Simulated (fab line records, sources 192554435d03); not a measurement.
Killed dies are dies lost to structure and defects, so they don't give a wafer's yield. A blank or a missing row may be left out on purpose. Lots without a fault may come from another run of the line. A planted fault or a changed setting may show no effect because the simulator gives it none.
Split-lot experiment | flow n5_finfet | 7 lots, 21 wafers read, on a route of 1938 steps

THE SPLIT
At N5_BEOL_M10_ETCH_41 (etches SiCN in CH3F/O2, target depth 42.6 nm, time 86 s), the setting source_w was moved away from the recipe's 395 W on 8 of the 21 wafers read, by -16.3% to +10.2%. The other wafers ran this setting at the recipe's value.

The reading is taken at the split's own step.

THE READING
rf_vpp_V, in V, at N5_BEOL_M10_ETCH_41 (etches SiCN in CH3F/O2, target depth 42.6 nm, time 86 s). Fault-free wafers of this fab line usually give 297.5 V, standard deviation 1.8 V.

wafer  | tool, chamber at the split | source_w as run, W | against the recipe | rf_vpp_V, V | against lot-mates on the recipe
L074.1 | rie_diel-01, 0             | 435.4              | +10.2%             | 289.3       | -5.8
L074.3 | rie_diel-01, 1             | 395                | recipe             | 295.1       | -
L074.6 | rie_diel-01, 1             | 435.4              | +10.2%             | 286.5       | -8.6
L078.1 | rie_diel-04, 3             | 395                | recipe             | 296.9       | -
L078.2 | rie_diel-04, 2             | 347.3              | -12.1%             | 308.4       | +12.1
L078.5 | rie_diel-04, 2             | 395                | recipe             | 295.7       | -
L081.1 | rie_diel-04, 1             | 395                | recipe             | 294.4       | -
L081.2 | rie_diel-04, 3             | 395                | recipe             | 297.8       | -
L081.5 | rie_diel-04, 1             | 395                | recipe             | 295.3       | -
L090.1 | rie_diel-01, 3             | 360.2              | -8.8%              | 305.6       | +6.3
L090.2 | rie_diel-01, 1             | 395                | recipe             | 299.3       | -
L090.3 | rie_diel-01, 2             | 360.2              | -8.8%              | 303.3       | +4.0
L088.1 | rie_diel-01, 2             | 395                | recipe             | 293.0       | -
L088.3 | rie_diel-01, 3             | 335                | -15.2%             | 314.0       | +21.0
L088.6 | rie_diel-01, 2             | 335                | -15.2%             | 311.4       | +18.4
L097.1 | rie_diel-01, 0             | 395                | recipe             | 299.8       | -
L097.5 | rie_diel-01, 3             | 395                | recipe             | 297.7       | -
L097.6 | rie_diel-01, 0             | 330.7              | -16.3%             | 315.1       | +16.4
L096.1 | rie_diel-04, 1             | 395                | recipe             | 300.1       | -
L096.2 | rie_diel-04, 3             | 395                | recipe             | 295.7       | -
L096.4 | rie_diel-04, 2             | 395                | recipe             | 295.7       | -

THE FIT
A straight line over all 21 wafers: rf_vpp_V changes by -0.998 V for each +1% of source_w; r = -0.97; the points scatter about the line by 2 V.
The same after taking each lot's own level away (the mean of its wafers on the recipe; 21 wafers): -0.992 V for each +1%; r = -0.95; scatter 2.5 V.
On that fit, the largest move of source_w shifts the reading by 16 V.
The lots' own levels span 293.00 to 299.30 V, that is 3.5 times the standard deviation above.
So the lot-to-lot level changes the slope little: the two slopes agree.
Check: with one of the wafers moved furthest among these (-16.3%) left out of the fit, the line predicts +16.6 V for it against its lot-mates. It came out at +16.4 V against them.
Tool readings at the split's step, against how far the setting was moved: rf_vpp_V r = -0.97.

OTHER SPLITS ON THESE WAFERS
These wafers also went through other splits before the reading. Each is held against what the fit with the lots' levels taken away leaves over:
other split on the same wafers | wafers away from the commonest value | r with rf_vpp_V (lot level and that fit taken away)
N5_BEOL_M10_VIA_ETCH_34 time_s | 13                                   | +0.08

THE FILE'S OWN FIT
rf_vpp_V changes by -1.01 V for each +1% of source_w, r = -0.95.
